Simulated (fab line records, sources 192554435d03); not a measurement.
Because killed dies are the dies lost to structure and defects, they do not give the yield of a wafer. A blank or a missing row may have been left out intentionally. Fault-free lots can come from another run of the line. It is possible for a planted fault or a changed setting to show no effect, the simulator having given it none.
Split-lot study    flow n5Finfet    on a route of 1938 steps: 7 lots, 21 wafers read

## SPLIT DETAILS
At N5_MIM_BOT_ETCH_ETCH_04 (etches SiNx in CF4/O2, target depth 26 nm, time 13 s), the setting timeS was moved away from the recipe's 13 s on 7 of the 21 wafers read, by -20.8% to +21.5%. This setting was run at the recipe's value on the other wafers.

The reading is taken at the split's own step.

## THE READING
etch.depthNm (the simulator's own value, which no gauge read), in nm, at N5_MIM_BOT_ETCH_ETCH_04 (etches SiNx in CF4/O2, target depth 26 nm, time 13 s). No usual value for it is given in the file. The 14 wafers here that ran the recipe average 26.13 nm, standard deviation 0.63 nm.

wafer   tool, chamber at the split  timeS as run, s  against the recipe  etch.depthNm, nm  against lot-mates on the recipe
L076.1  rieDiel-01, 0               10.3             -20.8%              20.41             -6.61
L076.3  rieDiel-01, 3               13               recipe              27.02             -
L076.5  rieDiel-01, 3               10.3             -20.8%              21.61             -5.41
L089.2  rieDiel-06, 3               13               recipe              25.94             -
L089.3  rieDiel-06, 1               13               recipe              26.22             -
L089.4  rieDiel-06, 3               13               recipe              25.79             -
L088.2  rieDiel-01, 1               13               recipe              25.81             -
L088.3  rieDiel-01, 3               13               recipe              27.11             -
L088.4  rieDiel-01, 2               11.35            -12.7%              22.4              -4.06
L091.1  rieDiel-06, 0               13               recipe              26.46             -
L091.4  rieDiel-06, 1               13               recipe              26.4              -
L091.6  rieDiel-06, 0               13               recipe              26.47             -
L092.1  rieDiel-02, 2               14.32            +10.2%              29.96             +4.47
L092.3  rieDiel-02, 1               14.32            +10.2%              28.16             +2.67
L092.6  rieDiel-02, 0               13               recipe              25.49             -
L095.1  rieDiel-01, 3               13               recipe              27.09             -
L095.4  rieDiel-01, 2               13               recipe              25.55             -
L095.6  rieDiel-01, 0               13               recipe              25.24             -
L096.1  rieDiel-01, 2               15.8             +21.5%              30.98             +5.72
L096.3  rieDiel-01, 3               15.8             +21.5%              32.87             +7.61
L096.4  rieDiel-01, 0               13               recipe              25.26             -

FIT RESULTS
A straight line over all 21 wafers: etch.depthNm changes by +0.264 nm for each +1% of timeS; r = +0.97; the points scatter about the line by 0.73 nm.
The same after taking each lot's own level away (the mean of its wafers on the recipe; 21 wafers): +0.306 nm for each +1%; r = +0.98; scatter 0.63 nm.
The reading moves by 6.6 nm for the largest change in timeS, on that fit.
Measured against the standard deviation above, the lots' own levels, which go from 25.260 to 27.020 nm, span 2.8 times it.
Thus the slope moves with the lot-to-lot level: the two fits are different.
Check: +6.99 nm against its lot-mates is what the line predicts for one of the wafers moved furthest among these (+21.5%) when that wafer is left out of the fit. Against them it came out at +5.72 nm.

## THESE WAFERS: OTHER SPLITS
Other splits were also applied to these wafers ahead of the reading. Each is held against what the fit with the lots' levels taken away leaves over:
other split on the same wafers    wafers away from the commonest value  r with etch.depthNm (lot level and that fit taken away)
N5_BEOL_M14_PEB_26 pebTempC       5                                     +0.42
N5_BEOL_M15_TRENCH_ETCH_34 biasW  9                                     -0.20

## THE FILE'S OWN FIT
etch.depthNm changes by +0.307 nm for each +1% of timeS, r = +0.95.
